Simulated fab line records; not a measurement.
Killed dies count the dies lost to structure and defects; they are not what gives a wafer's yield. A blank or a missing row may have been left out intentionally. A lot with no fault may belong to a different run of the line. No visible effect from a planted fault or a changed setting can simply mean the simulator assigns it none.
Which tool did it? -- flow nand-harc -- 24 lots, 72 wafers sampled, at 4 steps of a route of 1159

WHAT THE GAUGES SHOWED, per wafer
NHARC_A_CONTACT_CD_MEAS_15. Usual: cd-nm 89.8 nm, standard deviation 0.62.
lot,measured,on,cd-nm (nm),flag
L075,day 17 01:05,cd-sem-02,90.0 91.0 89.7,
L076,day 17 01:54,cd-sem-02,90.1 90.3 90.2,
L074,day 17 11:23,cd-sem-02,90.3 89.8 90.2,
L079,day 18 05:05,cd-sem-01,90.3 90.4 90.8,
L080,day 18 08:10,cd-sem-02,90.2 89.9 90.1,
L077,day 18 16:28,cd-sem-03,89.3 89.0 89.8,
L078,day 18 22:07,cd-sem-03,89.2 88.5 88.8,
L081,day 19 00:41,cd-sem-01,90.8 90.1 90.9,
L083,day 19 13:26,cd-sem-03,89.0 88.7 88.7,
L082,day 19 13:50,cd-sem-02,90.4 90.0 89.1,
L084,day 19 18:24,cd-sem-03,89.0 90.1 89.3,
L085,day 20 01:44,cd-sem-03,90.6 90.6 90.4,
L088,day 20 02:26,cd-sem-01,89.9 90.1 89.2,
L086,day 20 14:05,cd-sem-02,89.3 88.5 89.2,
L090,day 21 00:32,cd-sem-02,90.1 88.6 89.5,
L087,day 21 02:50,cd-sem-02,89.0 89.5 89.6,
L089,day 21 05:54,cd-sem-01,90.4 89.9 89.6,
L091,day 21 09:32,cd-sem-03,90.6 89.7 90.6,
L093,day 21 22:04,cd-sem-03,88.8 89.1 88.7,
L094,day 22 01:12,cd-sem-03,90.2 89.5 89.7,
L092,day 22 02:19,cd-sem-01,89.1 89.8 90.5,
L095,day 22 07:04,cd-sem-02,90.0 90.1 90.7,
L096,day 22 16:05,cd-sem-02,90.0 89.3 88.6,
L097,day 23 06:18,cd-sem-02,89.7 90.3 89.6,

NHARC_A_M0_CD_MEAS_09 targets a cd of 80 nm. Usual: cd-nm 80.2 nm, standard deviation 0.67.
lot,measured,on,cd-nm (nm),flag
L075,day 17 23:40,cd-sem-01,78.9 79.4 79.8,
L076,day 17 23:58,cd-sem-03,79.1 79.9 79.4,
L074,day 18 03:45,cd-sem-03,79.2 81.0 79.7,
L079,day 18 14:25,cd-sem-02,79.6 80.5 80.0,
L080,day 18 18:26,cd-sem-01,80.0 80.8 79.9,
L077,day 19 04:08,cd-sem-02,80.7 80.4 81.5,
L078,day 19 08:32,cd-sem-03,80.7 80.3 79.6,
L081,day 19 10:49,cd-sem-02,80.0 78.8 79.1,
L083,day 19 21:12,cd-sem-03,80.7 80.1 80.4,
L082,day 20 01:40,cd-sem-01,80.0 80.3 79.6,
L084,day 20 11:08,cd-sem-01,78.8 80.2 80.5,
L085,day 20 15:12,cd-sem-02,80.3 81.0 81.1,
L088,day 20 14:53,cd-sem-02,80.5 81.2 80.2,
L086,day 21 02:32,cd-sem-03,80.4 80.7 80.2,
L090,day 22 03:31,cd-sem-02,80.1 79.4 79.8,
L087,day 22 03:57,cd-sem-03,80.9 80.8 81.1,
L089,day 22 05:05,cd-sem-03,81.4 80.0 80.7,
L091,day 22 08:09,cd-sem-03,80.0 81.0 79.8,
L093,day 22 08:59,cd-sem-02,80.0 80.5 80.6,
L094,day 22 09:28,cd-sem-03,79.7 81.0 79.6,
L092,day 22 10:19,cd-sem-01,80.7 80.4 81.3,
L095,day 22 14:53,cd-sem-03,80.2 79.5 79.9,
L096,day 23 06:59,cd-sem-03,81.1 79.5 78.8,
L097,day 23 13:20,cd-sem-03,80.8 79.2 79.5,

TOOL THAT RAN EACH LOT (tool first, then ch and the chambers of the sampled wafers, then the start)
lot,NHARC_A_CONTACT_ETCH_30,NHARC_A_CONTACT_ETCH_134
L075,"rie-diel-02 ch 2,3, day 16 23:50 or earlier","har-cap-etch-01 ch 0,1, day 16 23:50"
L076,"rie-diel-09 ch 0,2,3, day 17 00:17 or earlier","har-cap-etch-03 ch 0,1, day 17 00:17"
L074,"rie-diel-09 ch 0,1,2, day 17 09:44 or earlier","har-cap-etch-03 ch 0,1, day 17 09:44"
L079,"rie-diel-03 ch 0,1,3, day 18 03:31 or earlier","har-cap-etch-03 ch 0,1, day 18 03:31"
L080,"rie-diel-02 ch 2,3, day 18 06:38 or earlier","har-cap-etch-03 ch 0,1, day 18 06:38"
L077,"rie-diel-09 ch 0,2,3, day 18 15:07 or earlier","har-cap-etch-03 ch 0,1, day 18 15:07"
L078,"rie-diel-09 ch 1,2,3, day 18 20:50 or earlier","har-cap-etch-02 ch 0,1, day 18 20:50"
L081,"rie-diel-09 ch 1,2, day 18 23:21 or earlier","har-cap-etch-01 ch 0,1, day 18 23:21"
L083,"rie-diel-09 ch 0,3, day 19 12:08 or earlier","har-cap-etch-02 ch 0,1, day 19 12:08"
L082,"rie-diel-03 ch 0,1,3, day 19 12:32 or earlier","har-cap-etch-01 ch 0,1, day 19 12:32"
L084,"rie-diel-09 ch 1,2,3, day 19 16:44 or earlier","har-cap-etch-03 ch 0,1, day 19 16:44"
L085,"rie-diel-09 ch 0,1,2, day 20 00:25 or earlier","har-cap-etch-02 ch 0,1, day 20 00:25"
L088,"rie-diel-03 ch 0,1,3, day 20 01:11 or earlier","har-cap-etch-01 ch 0,1, day 20 01:11"
L086,"rie-diel-02 ch 2,3, day 20 12:47 or earlier","har-cap-etch-02 ch 0,1, day 20 12:47"
L090,"rie-diel-03 ch 0,1,2, day 20 23:13 or earlier","har-cap-etch-02 ch 0,1, day 20 23:13"
L087,"rie-diel-09 ch 0,1,2, day 21 01:31 or earlier","har-cap-etch-01 ch 0,1, day 21 01:31"
L089,"rie-diel-09 ch 0,1,3, day 21 04:35 or earlier","har-cap-etch-02 ch 0,1, day 21 04:35"
L091,"rie-diel-09 ch 0,1,3, day 21 08:16 or earlier","har-cap-etch-01 ch 0,1, day 21 08:16"
L093,"rie-diel-03 ch 1,2,3, day 21 20:50 or earlier","har-cap-etch-02 ch 0,1, day 21 20:50"
L094,"rie-diel-09 ch 0,1,3, day 21 23:54 or earlier","har-cap-etch-01 ch 0,1, day 21 23:54"
L092,"rie-diel-02 ch 0,1,2, day 22 00:56 or earlier","har-cap-etch-02 ch 0,1, day 22 00:56"
L095,"rie-diel-09 ch 0,2,3, day 22 05:49 or earlier","har-cap-etch-02 ch 0,1, day 22 05:49"
L096,"rie-diel-02 ch 0,2,3, day 22 14:46 or earlier","har-cap-etch-01 ch 0,1, day 22 14:46"
L097,"rie-diel-09 ch 0,1,3, day 23 04:59 or earlier","har-cap-etch-01 ch 0,1, day 23 04:59"
- NHARC_A_CONTACT_ETCH_30: etches the open film in CF4/CHF3, target depth 60.5 nm, time 30.2 s.
- NHARC_A_CONTACT_ETCH_134: etches the open film in C4F8/O2/Ar, time 140 s, target depth 700 nm.

AS READ BY THE TOOLS THEMSELVES (means over the sampled wafers that have a number; for cases with no such wafer, the mark the record gives instead)
NHARC_A_CONTACT_ETCH_30. Usual: cf4-flow-sccm 100.0 sccm (standard deviation 0.32); chamber-pressure-mTorr 24.998 mTorr (standard deviation 0.021); drypump-motor-current-A 5.8 A (standard deviation 0.31); oes-product-au 0.943 a.u. (standard deviation 0.023); rf-vpp-V 370.0 V (standard deviation 2.6); showerhead-plenum-p-Torr 1.56 Torr (standard deviation 0.078); throttle-valve-pct 16.802 % (standard deviation 0.0095).
lot,tool,cf4-flow-sccm (sccm),chamber-pressure-mTorr (mTorr),drypump-motor-current-A (A),oes-product-au (a.u.),rf-vpp-V (V),showerhead-plenum-p-Torr (Torr),throttle-valve-pct (%),flag
L075,rie-diel-02,99.8,25.001,6.0,0.981,371.5,1.58,16.800,
L076,rie-diel-09,100.0,24.990,6.0,0.969,369.2,1.52,16.797,
L074,rie-diel-09,99.8,24.988,5.7,0.923,367.5,1.48,16.803,
L079,rie-diel-03,99.9,25.023,5.7,0.922,369.2,1.54,16.802,
L080,rie-diel-02,99.5,24.989,5.9,0.927,371.3,1.58,16.810,
L077,rie-diel-09,100.2,25.001,6.0,0.922,368.4,1.51,16.801,
L078,rie-diel-09,100.1,25.006,5.9,0.926,368.9,1.51,16.803,
L081,rie-diel-09,99.9,25.015,5.8,0.919,367.1,1.47,16.797,
L083,rie-diel-09,99.9,25.003,6.0,0.977,370.1,1.56,16.797,
L082,rie-diel-03,100.0,25.013,5.7,0.954,369.4,1.54,16.795,
L084,rie-diel-09,99.9,25.004,5.9,0.924,371.5,1.59,16.799,
L085,rie-diel-09,100.3,24.998,5.8,0.972,370.2,1.56,16.794,
L088,rie-diel-03,100.2,24.984,5.7,0.948,368.7,1.54,16.806,
L086,rie-diel-02,100.0,24.979,6.2,0.921,372.5,1.63,16.804,
L090,rie-diel-03,100.0,25.001,5.8,0.927,370.5,1.58,16.797,
L087,rie-diel-09,99.7,25.013,5.8,0.963,370.4,1.56,16.814,
L089,rie-diel-09,99.9,25.014,5.8,0.966,369.0,1.52,16.804,
L091,rie-diel-09,100.0,24.994,5.8,0.928,369.5,1.52,16.805,
L093,rie-diel-03,99.8,25.000,5.8,0.933,370.9,1.56,16.800,
L094,rie-diel-09,99.7,24.993,5.8,0.926,368.2,1.52,16.809,
L092,rie-diel-02,100.3,25.006,5.7,0.922,370.2,1.57,16.807,
L095,rie-diel-09,100.1,25.005,6.0,0.947,370.9,1.59,16.806,
L096,rie-diel-02,100.2,24.993,6.2,0.971,371.9,1.57,16.798,
L097,rie-diel-09,100.0,25.015,5.8,0.974,370.0,1.52,16.807,

NHARC_A_CONTACT_ETCH_134. Usual: chamber-pressure-mTorr 20.000 mTorr, standard deviation 0.019.
lot,tool,chamber-pressure-mTorr (mTorr),flag
L075,har-cap-etch-01,19.990,
L076,har-cap-etch-03,20.005,
L074,har-cap-etch-03,20.013,
L079,har-cap-etch-03,20.007,
L080,har-cap-etch-03,19.991,
L077,har-cap-etch-03,20.000,
L078,har-cap-etch-02,19.990,
L081,har-cap-etch-01,19.995,
L083,har-cap-etch-02,20.008,
L082,har-cap-etch-01,19.989,
L084,har-cap-etch-03,19.992,
L085,har-cap-etch-02,19.997,
L088,har-cap-etch-01,19.997,
L086,har-cap-etch-02,19.999,
L090,har-cap-etch-02,19.991,
L087,har-cap-etch-01,20.045,
L089,har-cap-etch-02,20.015,
L091,har-cap-etch-01,20.022,
L093,har-cap-etch-02,20.004,
L094,har-cap-etch-01,19.985,
L092,har-cap-etch-02,19.986,
L095,har-cap-etch-02,20.002,
L096,har-cap-etch-01,20.004,
L097,har-cap-etch-01,20.003,

THE ANSWER, worked out from the rows above alone
Rule: a lot counts as off when the mean over its wafers that have a number is more than 3 standard deviations away from the usual mean. A lot without any number at a reading at which 4 lots or more have one is off too. Where the step has rows for the other lots, those lots are counted as sound. The gauges are gone through in route order, then the tools' own readings, and for those a lot's mean is taken as printed above. The first step at which some lot is off is used, and at that step the reading that is off furthest; a lot without a number counts as furthest.
Nothing can be told from this: no lot is off at any reading shown.

WHAT THE SIMULATOR HAD PUT IN
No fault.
